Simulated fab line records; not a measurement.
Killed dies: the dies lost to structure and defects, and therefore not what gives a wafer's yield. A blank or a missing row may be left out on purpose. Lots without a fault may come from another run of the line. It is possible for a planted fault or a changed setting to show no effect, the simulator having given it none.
Split-lot trial	flow n5Finfet	on a route of 1938 steps: 7 lots, 39 wafers read

## SPLIT DETAILS
At N5_BEOL_M5_ILD_DEP_00 (deposits SiCOH lowk from DEMS/porogen, target thk 140.64 nm, time 25.9 s), the setting targetThkA was moved away from the recipe's 1406.4 angstrom on 15 of the 39 wafers read, by -57.8% to +50.7%. This setting was run at the recipe's value on the other wafers.

## BETWEEN THE SPLIT AND THE READING: the file shows 1 step in between
- N5_BEOL_M5_CURE_79: cures SiCOH lowk, time 240 s

## THE READING
M5_ILD_THK, in nm, at N5_BEOL_M5_THK_MEAS_01. Fault-free wafers of this fab line usually give 121.0 nm, standard deviation 1.8 nm.

wafer	tool, chamber at the split	targetThkA as run, angstrom	against the recipe	M5_ILD_THK, nm	against lot-mates on the recipe
L074.1	pecvd-01, 0	1406.4	recipe	117.4	-
L074.2	pecvd-01, 2	1406.4	recipe	117.9	-
L074.3	pecvd-01, 1	1406.4	recipe	119.2	-
L074.4	pecvd-01, 1	1406.4	recipe	119.1	-
L074.5	pecvd-01, 0	1406.4	recipe	118.3	-
L074.6	pecvd-01, 2	1406.4	recipe	120.7	-
L077.1	pecvd-03, 0	1406.4	recipe	118.4	-
L077.2	pecvd-03, 1	1406.4	recipe	119.0	-
L077.3	pecvd-03, 2	1406.4	recipe	118.8	-
L077.4	pecvd-03, 2,0	2120	+50.7%	183.2	+64.5
L077.5	pecvd-03, 2,0	2120	+50.7%	183.3	+64.6
L077.6	pecvd-03, 1	2120	+50.7%	182.6	+63.9
L079.1	pecvd-02, 0	1406.4	recipe	117.9	-
L079.2	pecvd-02, 1	593.9	-57.8%	54.2	-65.8
L079.3	pecvd-02, 2	1406.4	recipe	120.5	-
L079.4	pecvd-02, 0	1406.4	recipe	121.6	-
L079.5	pecvd-02, 2	593.9	-57.8%	51.6	-68.4
L079.6	pecvd-02, 1	593.9	-57.8%	52.3	-67.7
L082.1	pecvd-02, 0	1406.4	recipe	120.7	-
L082.3	pecvd-02, 1	1406.4	recipe	122.0	-
L082.5	pecvd-02, 1	1406.4	recipe	123.7	-
L088.1	pecvd-02, 2	625	-55.6%	52.2	-69.8
L088.2	pecvd-02, 1	625	-55.6%	55.1	-66.9
L088.3	pecvd-02, 0	1406.4	recipe	120.3	-
L088.4	pecvd-02, 1	625	-55.6%	55.3	-66.7
L088.5	pecvd-02, 2	1406.4	recipe	123.9	-
L088.6	pecvd-02, 0	1406.4	recipe	121.9	-
L096.1	pecvd-03, 1	1406.4	recipe	120.3	-
L096.2	pecvd-03, 0	1406.4	recipe	120.2	-
L096.3	pecvd-03, 2	999.5	-28.9%	82.9	-36.9
L096.4	pecvd-03, 1	999.5	-28.9%	85.6	-34.2
L096.5	pecvd-03, 0	999.5	-28.9%	85.7	-34.1
L096.6	pecvd-03, 2	1406.4	recipe	119.0	-
L097.1	pecvd-03, 0	808.2	-42.5%	69.1	-51.2
L097.2	pecvd-03, 2	1406.4	recipe	118.1	-
L097.3	pecvd-03, 1	808.2	-42.5%	70.2	-50.1
L097.4	pecvd-03, 1	808.2	-42.5%	71.7	-48.6
L097.5	pecvd-03, 0	1406.4	recipe	122.5	-
L097.6	pecvd-03, 2	1406.4	recipe	120.2	-
When a row names more than one chamber, that row covers several wafers, and the file does not tell which wafer ran in which chamber.

THE FIT
A straight line over all 39 wafers: M5_ILD_THK changes by +1.2 nm for each +1% of targetThkA; r = +1.00; the points scatter about the line by 1.8 nm.
The same after taking each lot's own level away (the mean of its wafers on the recipe; 39 wafers): +1.21 nm for each +1%; r = +1.00; scatter 1.6 nm.
That fit puts the effect of the largest move of targetThkA on the reading at 70 nm.
From 118.73 to 122.13 nm: that is the span of the lots' own levels, equal to 1.9 times the standard deviation above.
Hence the lot-to-lot level has little effect on the slope; both slopes agree.
Check: for one of the wafers moved furthest among these (-57.8%), held out of the fit, the line's prediction against its lot-mates is -70 nm. Against them it came out at -65.8 nm.

## ADDITIONAL SPLITS CARRIED BY THESE WAFERS
Note: prior to the reading, these wafers also went through further splits. Each is held against what the fit with the lots' levels taken away leaves over:
other split on the same wafers	wafers away from the commonest value	r with M5_ILD_THK (lot level and that fit taken away)
N5_SD_EPI_N_ETCH_45 targetDepthA	15	+0.08
N5_HKMG_FIN_DEVELOP_11 developTimeS	12	-0.10

## THE WHOLE CHAIN: every reading that the file lists as answering this split, in the file's order
step	what it does	reading	change (the file's fit)	r (the file's)
N5_BEOL_M5_ILD_DEP_00	deposits SiCOH lowk from DEMS/porogen, target thk 140.64 nm, time 25.9 s	SiCOH_lowk_of_BEOL_M5_ILD_DEP_00.thkNm (the simulator's own value, which no gauge read)	+1.39 nm for each +1% of the setting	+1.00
N5_BEOL_M5_CURE_79	cures SiCOH lowk, time 240 s	SiCOH_lowk_of_BEOL_M5_ILD_DEP_00.thkNm (the simulator's own value, which no gauge read)	+1.21 nm for each +1% of the setting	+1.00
N5_BEOL_M5_THK_MEAS_01		M5_ILD_THK	+1.21 for each +1% of the setting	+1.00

## THE FILE'S OWN FIT
M5_ILD_THK changes by +1.21 nm for each +1% of targetThkA, r = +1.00.
